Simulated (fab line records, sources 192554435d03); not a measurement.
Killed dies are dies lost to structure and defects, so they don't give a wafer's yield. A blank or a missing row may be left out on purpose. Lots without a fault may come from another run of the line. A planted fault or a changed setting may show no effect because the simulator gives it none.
Which tool did it? | flow n5_finfet | 24 lots, 72 wafers sampled, at 6 steps of a route of 1938

WHAT THE GAUGES READ, wafer by wafer
N5_BEOL_M5_INSPECT_13: inspects for defects (brightfield). Usual: raw_defect_count 446, standard deviation 100.
lot  | measured     | on                | raw_defect_count | flag
L075 | day 8 03:04  | defect_inspect-01 | 317 407 261      |
L074 | day 8 07:02  | defect_inspect-01 | 328 499 394      |
L077 | day 8 14:50  | defect_inspect-01 | 373 374 363      |
L076 | day 8 15:04  | defect_inspect-02 | 477 437 326      |
L078 | day 9 10:22  | defect_inspect-01 | 502 528 363      |
L079 | day 9 13:31  | defect_inspect-02 | 475 393 412      |
L081 | day 9 20:43  | defect_inspect-01 | 397 357 331      |
L082 | day 10 02:18 | defect_inspect-02 | 413 403 353      |
L080 | day 10 06:29 | defect_inspect-02 | 441 453 455      |
L083 | day 10 18:01 | defect_inspect-01 | 322 375 405      |
L086 | day 11 00:00 | defect_inspect-02 | 366 373 491      |
L084 | day 11 03:43 | defect_inspect-01 | 419 358 382      |
L085 | day 11 03:55 | defect_inspect-02 | 456 548 564      |
L087 | day 11 06:55 | defect_inspect-02 | 365 264 386      |
L088 | day 11 12:24 | defect_inspect-02 | 465 382 392      |
L089 | day 12 00:05 | defect_inspect-02 | 558 379 534      |
L090 | day 12 02:32 | defect_inspect-02 | 409 569 558      |
L092 | day 12 10:05 | defect_inspect-02 | 555 546 541      |
L091 | day 13 00:36 | defect_inspect-01 | 548 654 637      |
L093 | day 13 01:26 | defect_inspect-02 | 614 648 741      |
L094 | day 13 04:02 | defect_inspect-01 | 451 358 510      |
L095 | day 13 15:16 | defect_inspect-02 | 591 552 491      |
L096 | day 13 18:23 | defect_inspect-01 | 402 563 543      |
L097 | day 14 12:53 | defect_inspect-02 | 409 380 545      |

N5_BEOL_M5_THK_MEAS_53: measures by xrf. Usual: M5_THK 60.4 nm, standard deviation 1.8.
lot  | measured     | on            | M5_THK (nm)    | flag
L075 | day 8 15:18  | film_metro-01 | 58.5 57.0 58.1 |
L074 | day 8 18:05  | film_metro-02 | 61.4 55.8 57.4 |
L077 | day 9 00:14  | film_metro-01 | 58.7 60.2 59.6 |
L076 | day 9 00:03  | film_metro-01 | 59.3 61.1 59.5 |
L078 | day 9 20:43  | film_metro-02 | 59.0 59.0 60.4 |
L079 | day 9 23:34  | film_metro-01 | 61.4 62.8 59.6 |
L081 | day 10 07:25 | film_metro-02 | 62.3 56.4 59.2 |
L082 | day 10 13:50 | film_metro-01 | 61.4 60.7 61.6 |
L080 | day 10 17:16 | film_metro-02 | 60.6 61.2 62.8 |
L083 | day 11 04:22 | film_metro-02 | 59.9 61.2 59.2 |
L086 | day 11 10:10 | film_metro-01 | 60.3 57.8 61.8 |
L084 | day 11 12:16 | film_metro-01 | 58.3 57.9 59.2 |
L085 | day 11 13:12 | film_metro-02 | 62.2 57.3 62.2 |
L087 | day 11 18:54 | film_metro-01 | 62.7 60.8 61.1 |
L088 | day 11 22:25 | film_metro-01 | 59.1 60.2 60.1 |
L089 | day 12 09:41 | film_metro-02 | 59.9 61.5 61.9 |
L090 | day 12 12:01 | film_metro-01 | 64.5 62.0 60.6 |
L092 | day 12 21:55 | film_metro-02 | 59.1 59.0 61.4 |
L091 | day 13 09:26 | film_metro-02 | 59.2 61.4 60.3 |
L093 | day 13 10:33 | film_metro-02 | 65.0 61.7 64.6 |
L094 | day 13 14:02 | film_metro-01 | 59.4 60.9 62.2 |
L095 | day 13 23:49 | film_metro-01 | 62.6 61.1 61.1 |
L096 | day 14 02:59 | film_metro-01 | 60.5 61.1 60.4 |
L097 | day 14 23:22 | film_metro-01 | 59.5 59.0 57.6 |

WHICH TOOL RAN EACH LOT (tool, then ch and the chambers of the sampled wafers, then the start)
lot  | N5_BEOL_M4_ANNEAL_91         | N5_BEOL_M4_DEP_57               | N5_BEOL_M5_STRIP_91                           | N5_BEOL_M5_SPUTTER_81
L075 | pvd_sputter-02, day 7 20:30  | pecvd-01 ch 0,2, day 7 22:04    | rie_diel-06 ch 0,1,2, day 8 11:11 or earlier  | pvd_sputter-03, day 8 11:11
L074 | pvd_sputter-01, day 8 02:11  | pecvd-03 ch 1,2, day 8 03:44    | rie_diel-06 ch 0,3, day 8 14:02 or earlier    | pvd_sputter-02, day 8 14:02
L077 | pvd_sputter-01, day 8 08:31  | pecvd-04 ch 0,1,2, day 8 10:25  | rie_diel-01 ch 0,1,2, day 8 20:11 or earlier  | pvd_sputter-01, day 8 20:11
L076 | pvd_sputter-03, day 8 08:41  | pecvd-01 ch 0,1,2, day 8 10:40  | rie_diel-01 ch 1,2,3, day 8 20:00 or earlier  | pvd_sputter-03, day 8 20:00
L078 | pvd_sputter-02, day 9 05:54  | pecvd-04 ch 0,1,2, day 9 07:28  | rie_diel-06 ch 1,2,3, day 9 16:39 or earlier  | pvd_sputter-01, day 9 16:39
L079 | pvd_sputter-03, day 9 08:32  | pecvd-01 ch 0,1,2, day 9 10:05  | rie_diel-05 ch 0,2, day 9 19:29 or earlier    | pvd_sputter-03, day 9 19:29
L081 | pvd_sputter-03, day 9 15:10  | pecvd-03 ch 0,2, day 9 16:44    | rie_diel-06 ch 1,2,3, day 10 03:22 or earlier | pvd_sputter-03, day 10 03:22
L082 | pvd_sputter-01, day 9 21:56  | pecvd-04 ch 0,1,2, day 9 23:29  | rie_diel-01 ch 0,1,3, day 10 08:47 or earlier | pvd_sputter-03, day 10 08:47
L080 | pvd_sputter-01, day 10 00:31 | pecvd-03 ch 0,1,2, day 10 02:17 | rie_diel-01 ch 1,2,3, day 10 13:13 or earlier | pvd_sputter-03, day 10 13:13
L083 | pvd_sputter-01, day 10 13:02 | pecvd-04 ch 0,1, day 10 14:52   | rie_diel-05 ch 0,2,3, day 11 00:18 or earlier | pvd_sputter-02, day 11 00:18
L086 | pvd_sputter-02, day 10 19:03 | pecvd-01 ch 0,1, day 10 20:38   | rie_diel-06 ch 0,2,3, day 11 06:05 or earlier | pvd_sputter-02, day 11 06:05
L084 | pvd_sputter-01, day 10 21:32 | pecvd-03 ch 0,1, day 10 23:05   | rie_diel-01 ch 0,2, day 11 08:13 or earlier   | pvd_sputter-01, day 11 08:13
L085 | pvd_sputter-02, day 10 22:14 | pecvd-04 ch 0,1, day 10 23:47   | rie_diel-06 ch 2,3, day 11 09:08 or earlier   | pvd_sputter-03, day 11 09:08
L087 | pvd_sputter-01, day 11 02:28 | pecvd-04 ch 0,1,2, day 11 04:07 | rie_diel-01 ch 0,3, day 11 14:22 or earlier   | pvd_sputter-01, day 11 14:22
L088 | pvd_sputter-03, day 11 04:26 | pecvd-01 ch 1, day 11 06:11     | rie_diel-06 ch 0,2, day 11 18:21 or earlier   | pvd_sputter-03, day 11 18:21
L089 | pvd_sputter-02, day 11 19:47 | pecvd-01 ch 0,1,2, day 11 21:31 | rie_diel-05 ch 0,2,3, day 12 04:56 or earlier | pvd_sputter-02, day 12 04:56
L090 | pvd_sputter-02, day 11 22:01 | pecvd-03 ch 0,1,2, day 11 23:36 | rie_diel-01 ch 0,1,3, day 12 07:02 or earlier | pvd_sputter-03, day 12 07:02
L092 | pvd_sputter-01, day 12 05:44 | pecvd-03 ch 0,1, day 12 07:19   | rie_diel-05 ch 2,3, day 12 17:29 or earlier   | pvd_sputter-02, day 12 17:29
L091 | pvd_sputter-01, day 12 19:13 | pecvd-04 ch 0,2, day 12 20:47   | rie_diel-06 ch 0,1,2, day 13 05:16 or earlier | pvd_sputter-02, day 13 05:16
L093 | pvd_sputter-03, day 12 20:10 | pecvd-04 ch 0,1,2, day 12 21:43 | rie_diel-01 ch 1,2, day 13 06:29 or earlier   | pvd_sputter-03, day 13 06:29
L094 | pvd_sputter-01, day 12 23:28 | pecvd-01 ch 1,2, day 13 01:04   | rie_diel-06 ch 0,1, day 13 09:50 or earlier   | pvd_sputter-01, day 13 09:50
L095 | pvd_sputter-02, day 13 10:41 | pecvd-03 ch 0,2, day 13 12:14   | rie_diel-05 ch 0,1, day 13 19:05 or earlier   | pvd_sputter-02, day 13 19:05
L096 | pvd_sputter-02, day 13 13:40 | pecvd-01 ch 0,2, day 13 15:13   | rie_diel-05 ch 1,2, day 13 22:55 or earlier   | pvd_sputter-01, day 13 22:55
L097 | pvd_sputter-02, day 14 07:19 | pecvd-04 ch 0,1,2, day 14 08:53 | rie_diel-06 ch 0,1,2, day 14 19:19 or earlier | pvd_sputter-02, day 14 19:19
- N5_BEOL_M4_ANNEAL_91: time 240 s.
- N5_BEOL_M4_DEP_57: deposits SiCN from 3MS/NH3, target thk 8 nm, time 14 s.
- N5_BEOL_M5_STRIP_91: strips in N2/H2, time 10 s.
- N5_BEOL_M5_SPUTTER_81: material Cu, target thk 15 nm, time 27.62 s.

WHAT THE TOOLS THEMSELVES READ (means of the sampled wafers that have a number; where no wafer has one, the mark that the record gives instead)
N5_BEOL_M4_ANNEAL_91. Usual: heater_power_w 812 W, standard deviation 110.
lot  | tool           | heater_power_w (W) | flag
L075 | pvd_sputter-02 | 839                |
L074 | pvd_sputter-01 | 729                |
L077 | pvd_sputter-01 | 758                |
L076 | pvd_sputter-03 | 965                |
L078 | pvd_sputter-02 | 885                |
L079 | pvd_sputter-03 | 865                |
L081 | pvd_sputter-03 | 826                |
L082 | pvd_sputter-01 | 727                |
L080 | pvd_sputter-01 | 748                |
L083 | pvd_sputter-01 | 756                |
L086 | pvd_sputter-02 | 845                |
L084 | pvd_sputter-01 | 729                |
L085 | pvd_sputter-02 | 767                |
L087 | pvd_sputter-01 | 741                |
L088 | pvd_sputter-03 | 952                |
L089 | pvd_sputter-02 | 837                |
L090 | pvd_sputter-02 | 849                |
L092 | pvd_sputter-01 | 729                |
L091 | pvd_sputter-01 | 702                |
L093 | pvd_sputter-03 | 939                |
L094 | pvd_sputter-01 | 704                |
L095 | pvd_sputter-02 | 916                |
L096 | pvd_sputter-02 | 916                |
L097 | pvd_sputter-02 | 904                |

N5_BEOL_M4_DEP_57. Usual: showerhead_plenum_p_Torr 3.668 Torr, standard deviation 0.014; throttle_valve_pct 9.1 %, standard deviation 0.5.
lot  | tool     | showerhead_plenum_p_Torr (Torr) | throttle_valve_pct (%) | flag
L075 | pecvd-01 | 3.679                           | 9.6                    |
L074 | pecvd-03 | 3.661                           | 8.6                    |
L077 | pecvd-04 | 3.659                           | 9.0                    |
L076 | pecvd-01 | 3.679                           | 9.6                    |
L078 | pecvd-04 | 3.658                           | 8.8                    |
L079 | pecvd-01 | 3.677                           | 9.8                    |
L081 | pecvd-03 | 3.654                           | 8.8                    |
L082 | pecvd-04 | 3.659                           | 9.0                    |
L080 | pecvd-03 | 3.669                           | 8.9                    |
L083 | pecvd-04 | 3.656                           | 9.0                    |
L086 | pecvd-01 | 3.686                           | 9.2                    |
L084 | pecvd-03 | 3.659                           | 9.0                    |
L085 | pecvd-04 | 3.657                           | 8.8                    |
L087 | pecvd-04 | 3.657                           | 9.0                    |
L088 | pecvd-01 | 3.684                           | 10.2                   |
L089 | pecvd-01 | 3.677                           | 9.3                    |
L090 | pecvd-03 | 3.676                           | 8.8                    |
L092 | pecvd-03 | 3.682                           | 9.0                    |
L091 | pecvd-04 | 3.656                           | 8.9                    |
L093 | pecvd-04 | 3.654                           | 9.0                    |
L094 | pecvd-01 | 3.677                           | 9.7                    |
L095 | pecvd-03 | 3.659                           | 8.7                    |
L096 | pecvd-01 | 3.672                           | 8.8                    |
L097 | pecvd-04 | 3.655                           | 9.0                    |

N5_BEOL_M5_STRIP_91. Usual: drypump_motor_current_A 5.62 A, standard deviation 0.29; oes_product_au 0.77 a.u., standard deviation 0.086; rf_vpp_V 59.1 V, standard deviation 0.91; showerhead_plenum_p_Torr 2.57 Torr, standard deviation 0.055; throttle_valve_pct 23.7 %, standard deviation 0.32.
lot  | tool        | drypump_motor_current_A (A) | oes_product_au (a.u.) | rf_vpp_V (V) | showerhead_plenum_p_Torr (Torr) | throttle_valve_pct (%) | flag
L075 | rie_diel-06 | 5.56                        | 0.81                  | 59.5         | 2.59                            | 23.5                   |
L074 | rie_diel-06 | 5.63                        | 0.77                  | 59.6         | 2.59                            | 23.8                   |
L077 | rie_diel-01 | 5.77                        | 0.75                  | 58.5         | 2.58                            | 23.9                   |
L076 | rie_diel-01 | 5.67                        | 0.71                  | 60.1         | 2.59                            | 23.7                   |
L078 | rie_diel-06 | 5.39                        | 0.83                  | 59.9         | 2.53                            | 23.5                   |
L079 | rie_diel-05 | 5.88                        | 0.78                  | 60.0         | 2.62                            | 23.8                   |
L081 | rie_diel-06 | 5.39                        | 0.83                  | 58.8         | 2.53                            | 23.5                   |
L082 | rie_diel-01 | 5.94                        | 0.76                  | 58.5         | 2.61                            | 23.9                   |
L080 | rie_diel-01 | 5.66                        | 0.69                  | 58.8         | 2.58                            | 23.7                   |
L083 | rie_diel-05 | 5.70                        | 0.75                  | 59.0         | 2.57                            | 23.7                   |
L086 | rie_diel-06 | 5.58                        | 0.74                  | 58.3         | 2.54                            | 23.8                   |
L084 | rie_diel-01 | 5.56                        | 0.72                  | 58.5         | 2.53                            | 23.7                   |
L085 | rie_diel-06 | 5.39                        | 0.77                  | 59.2         | 2.49                            | 23.9                   |
L087 | rie_diel-01 | 5.97                        | 0.80                  | 59.3         | 2.60                            | 23.8                   |
L088 | rie_diel-06 | 5.66                        | 0.70                  | 59.5         | 2.56                            | 23.7                   |
L089 | rie_diel-05 | 5.73                        | 0.74                  | 59.9         | 2.56                            | 23.7                   |
L090 | rie_diel-01 | 5.95                        | 0.84                  | 59.3         | 2.61                            | 23.8                   |
L092 | rie_diel-05 | 5.56                        | 0.72                  | 59.0         | 2.51                            | 23.7                   |
L091 | rie_diel-06 | 5.55                        | 0.76                  | 58.9         | 2.57                            | 23.5                   |
L093 | rie_diel-01 | 5.73                        | 0.94                  | 59.0         | 2.57                            | 23.8                   |
L094 | rie_diel-06 | 5.67                        | 0.76                  | 58.7         | 2.61                            | 23.6                   |
L095 | rie_diel-05 | 5.53                        | 0.76                  | 59.3         | 2.59                            | 23.7                   |
L096 | rie_diel-05 | 5.39                        | 0.78                  | 58.4         | 2.57                            | 23.7                   |
L097 | rie_diel-06 | 5.57                        | 0.75                  | 60.2         | 2.57                            | 23.5                   |

N5_BEOL_M5_SPUTTER_81. Usual: throttle_valve_pct 30.3 %, standard deviation 0.94.
lot  | tool           | throttle_valve_pct (%) | flag
L075 | pvd_sputter-03 | 29.8                   |
L074 | pvd_sputter-02 | 30.0                   |
L077 | pvd_sputter-01 | 30.0                   |
L076 | pvd_sputter-03 | 29.9                   |
L078 | pvd_sputter-01 | 30.6                   |
L079 | pvd_sputter-03 | 29.9                   |
L081 | pvd_sputter-03 | 30.9                   |
L082 | pvd_sputter-03 | 29.8                   |
L080 | pvd_sputter-03 | 30.8                   |
L083 | pvd_sputter-02 | 30.1                   |
L086 | pvd_sputter-02 | 30.2                   |
L084 | pvd_sputter-01 | 29.9                   |
L085 | pvd_sputter-03 | 30.5                   |
L087 | pvd_sputter-01 | 29.9                   |
L088 | pvd_sputter-03 | 30.0                   |
L089 | pvd_sputter-02 | 30.8                   |
L090 | pvd_sputter-03 | 29.8                   |
L092 | pvd_sputter-02 | 30.7                   |
L091 | pvd_sputter-02 | 30.7                   |
L093 | pvd_sputter-03 | 29.8                   |
L094 | pvd_sputter-01 | 29.9                   |
L095 | pvd_sputter-02 | 30.6                   |
L096 | pvd_sputter-01 | 30.1                   |
L097 | pvd_sputter-02 | 30.7                   |

THE ANSWER, worked out from the rows above alone
Rule: a lot is off if the mean of its wafers that have a number lies more than 3 standard deviations from the usual mean. A lot without any number at a reading at which 4 lots or more have one is off too. The other lots that the step has rows for count as sound. The gauges are gone through in route order, then the tools' own readings, and for those a lot's mean is taken as printed above. The first step at which some lot is off is used, and at that step the reading that is off furthest; a lot without a number counts as furthest.
No lot is off at any reading shown: from this, nothing can be told.

WHAT THE SIMULATOR HAD PUT IN
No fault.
